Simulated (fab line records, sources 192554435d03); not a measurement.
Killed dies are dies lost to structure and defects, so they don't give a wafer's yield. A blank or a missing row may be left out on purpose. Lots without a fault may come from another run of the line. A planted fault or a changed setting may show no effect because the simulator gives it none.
Chamber matching | flow n5_finfet | N5_BEOL_M9_CURE_71 on uv_cure-01: 3 sister chambers
The step cures SiCOH lowk, time 240 s. 20 wafers are shown with their chamber, then 10 later ones without.

WAFERS WITH THEIR CHAMBER
wafer  | chamber | wafer_temp_C_max | lamp_power_pct (%)
L075.1 | 0       | 386.4            | 52.31
L075.4 | 0       | 386.2            | 52.27
L075.5 | 0       | 386.2            | 52.20
L076.1 | 2       | 387.3            | 52.39
L076.2 | 2       | 386.6            | 52.32
L076.4 | 2       | 387.3            | 52.37
L082.1 | 1       | 387.7            | 52.25
L082.4 | 1       | 387.2            | 52.28
L082.5 | 1       | 387.4            | 52.25
L082.2 | 1       | 387.2            | 52.31
L082.3 | 1       | 387.2            | 52.20
L082.6 | 1       | 386.9            | 52.25
L087.1 | 2       | 386.9            | 52.30
L087.3 | 2       | 386.7            | 52.29
L087.5 | 2       | 387.2            | 52.35
L090.3 | 1       | 387.4            | 52.31
L090.5 | 1       | 387.0            | 52.30
L090.6 | 1       | 386.4            | 52.28
L091.2 | 2       | 386.6            | 52.26
L091.4 | 2       | 387.5            | 52.30

SIGNATURES (means of the wafers above)
reading          | chamber 0 | chamber 1 | chamber 2 | scatter within a chamber
wafer_temp_C_max | 386.267   | 387.156   | 387.012   | 0.343
lamp_power_pct   | 52.2600   | 52.2700   | 52.3225   | 0.0421
Rule: a wafer's distance from a chamber is the root of the sum, over the readings, of the square of ((its reading less the chamber's mean) divided by the reading's scatter). The wafer belongs to the nearest chamber; if the next one is less than 2 further off, it can't be placed. The scatter: the root of (the sum of the squares of (reading less its chamber's mean) over the shown wafers, divided by (wafers less chambers)).

WAFERS WITHOUT THEIR CHAMBER
wafer  | wafer_temp_C_max | lamp_power_pct (%)
L091.5 | 386.5            | 52.24
L093.1 | 386.0            | 52.42
L093.3 | 385.9            | 52.35
L093.6 | 386.2            | 52.42
L095.3 | 387.4            | 52.31
L095.4 | 387.1            | 52.32
L095.5 | 387.4            | 52.26
L097.1 | 387.3            | 52.36
L097.2 | 385.8            | 52.25
L097.3 | 387.3            | 52.33

WHICH CHAMBER EACH WENT THROUGH
wafer  | from the rows above          | in truth
L091.5 | can't be placed: 0 or 1 or 2 | 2
L093.1 | can't be placed: 2 or 0 or 1 | 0
L093.3 | can't be placed: 0 or 2 or 1 | 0
L093.6 | can't be placed: 2 or 0 or 1 | 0
L095.3 | can't be placed: 2 or 1      | 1
L095.4 | can't be placed: 2 or 1      | 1
L095.5 | can't be placed: 1 or 2      | 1
L097.1 | can't be placed: 2 or 1      | 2
L097.2 | 0                            | 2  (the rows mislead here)
L097.3 | can't be placed: 2 or 1      | 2
Placed correctly: 0 of 10. Can't be placed from these rows: 9 (the true chamber is among the candidates in 9). Placed wrongly: 1.
